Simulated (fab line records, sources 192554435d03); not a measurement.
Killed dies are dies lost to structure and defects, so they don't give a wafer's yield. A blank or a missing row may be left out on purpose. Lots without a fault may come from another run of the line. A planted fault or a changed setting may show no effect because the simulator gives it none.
Chamber matching | flow n5_finfet | N5_BEOL_M2_CMP_52 on cmp-03: 4 sister chambers
The step polishes, stops on SiOC, t overpolish 6.8 s, target thk 40 nm. 16 wafers are shown with their chamber, then 7 later ones without.

WAFERS WITH THEIR CHAMBER
wafer  | chamber | motor_current_A (A) | time_to_endpoint_s (s) | retaining_ring_pressure_frac
L077.1 | 3       | 7.2                 | 65                     | 0.995
L077.2 | 1       | 6.6                 | 68                     | 1.012
L080.2 | 1       | 6.3                 | 73                     | 1.004
L080.3 | 2       | 7.2                 | 70                     | 1.007
L082.1 | 2       | 7.1                 | 66                     | 1.001
L082.4 | 3       | 7.6                 | 66                     | 0.998
L084.1 | 1       | 6.3                 | 67                     | 1.004
L084.3 | 0       | 7.5                 | 60                     | 0.995
L088.2 | 1       | 6.7                 | 66                     | 1.003
L088.3 | 2       | 7.6                 | 66                     | 0.996
L088.4 | 0       | 7.4                 | 63                     | 0.992
L089.2 | 1       | 6.7                 | 66                     | 1.009
L089.3 | 0       | 7.4                 | 62                     | 1.003
L089.4 | 3       | 7.5                 | 63                     | 0.996
L087.1 | 2       | 7.1                 | 69                     | 1.001
L087.3 | 3       | 7.4                 | 65                     | 1.002

SIGNATURES (means of the wafers above)
reading                      | chamber 0 | chamber 1 | chamber 2 | chamber 3 | scatter within a chamber
motor_current_A              | 7.433     | 6.520     | 7.250     | 7.425     | 0.19
time_to_endpoint_s           | 61.67     | 68.00     | 67.75     | 64.75     | 2.16
retaining_ring_pressure_frac | 0.99667   | 1.00640   | 1.00125   | 0.99775   | 0.00424
Rule: a wafer's distance from a chamber is the root of the sum, over the readings, of the square of ((its reading less the chamber's mean) divided by the reading's scatter). The wafer belongs to the nearest chamber; if the next one is less than 2 further off, it can't be placed. The scatter: the root of (the sum of the squares of (reading less its chamber's mean) over the shown wafers, divided by (wafers less chambers)).

WAFERS WITHOUT THEIR CHAMBER
wafer  | motor_current_A (A) | time_to_endpoint_s (s) | retaining_ring_pressure_frac
L091.3 | 6.8                 | 65                     | 1.005
L091.4 | 6.5                 | 69                     | 1.004
L094.1 | 7.0                 | 69                     | 1.009
L094.2 | 7.5                 | 64                     | 1.002
L094.4 | 6.1                 | 69                     | 1.001
L095.2 | 6.6                 | 66                     | 1.007
L095.3 | 7.2                 | 62                     | 0.989

WHICH CHAMBER EACH WENT THROUGH
wafer  | from the rows above          | in truth
L091.3 | can't be placed: 1 or 2 or 3 | 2
L091.4 | 1                            | 1
L094.1 | can't be placed: 2 or 1 or 3 | 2
L094.2 | can't be placed: 3 or 0 or 2 | 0
L094.4 | 1                            | 1
L095.2 | 1                            | 1
L095.3 | can't be placed: 0 or 3 or 2 | 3
Placed correctly: 3 of 7. Can't be placed from these rows: 4 (the true chamber is among the candidates in 4). Placed wrongly: 0.
